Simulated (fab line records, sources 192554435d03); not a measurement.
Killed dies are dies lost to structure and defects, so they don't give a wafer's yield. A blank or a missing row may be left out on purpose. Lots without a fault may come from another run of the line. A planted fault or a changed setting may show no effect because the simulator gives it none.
Which tool did it? | flow n5_finfet | 6 lots, 18 wafers sampled, at 2 steps of a route of 1938

WHAT THE GAUGES READ, wafer by wafer
N5_BEOL_M6_CD_MEAS_11: target cd 38.5 nm.
lot  | measured     | on        | cd_nm (nm)
L781 | day 8 23:35  | cd_sem-02 | 38.0 38.3 37.9
L791 | day 11 11:06 | cd_sem-01 | 38.6 38.0 38.5
L794 | day 12 05:39 | cd_sem-01 | 38.2 38.6 38.4
L796 | day 12 14:33 | cd_sem-02 | 38.9 38.7 38.5
L799 | day 14 00:20 | cd_sem-01 | 38.3 38.3 38.5
L802 | day 14 03:47 | cd_sem-03 | 38.2 38.9 38.5

WHICH TOOL RAN EACH LOT (tool, then ch and the chambers of the sampled wafers, then the start)
lot  | N5_BEOL_M6_HM_DEP_02
L781 | pvd_sputter-02, day 8 23:04
L791 | pvd_sputter-03, day 11 10:36
L794 | pvd_sputter-02, day 12 05:09
L796 | pvd_sputter-03, day 12 14:03
L799 | pvd_sputter-01, day 13 23:49
L802 | pvd_sputter-02, day 14 03:25
- N5_BEOL_M6_HM_DEP_02: deposits TiN, target thk 20 nm.

THE ANSWER, worked out from the rows above alone
Rule: what is usual is taken from the lots themselves. Put in order of their means at a reading, lots are off if they are a third of the lots or fewer, leave a main group of 4 or more, and stand apart from it by a gap of 3 or more times the standard deviation of the main group's means; of several such gaps the widest counts. A main group whose means are all the same, to the digits that the tables above print for the reading, isn't used. A lot without any number at a reading at which 4 lots or more have one is off too. The other lots that the step has rows for count as sound.
No lot is off at any reading shown: from this, nothing can be told.

WHAT THE SIMULATOR HAD PUT IN
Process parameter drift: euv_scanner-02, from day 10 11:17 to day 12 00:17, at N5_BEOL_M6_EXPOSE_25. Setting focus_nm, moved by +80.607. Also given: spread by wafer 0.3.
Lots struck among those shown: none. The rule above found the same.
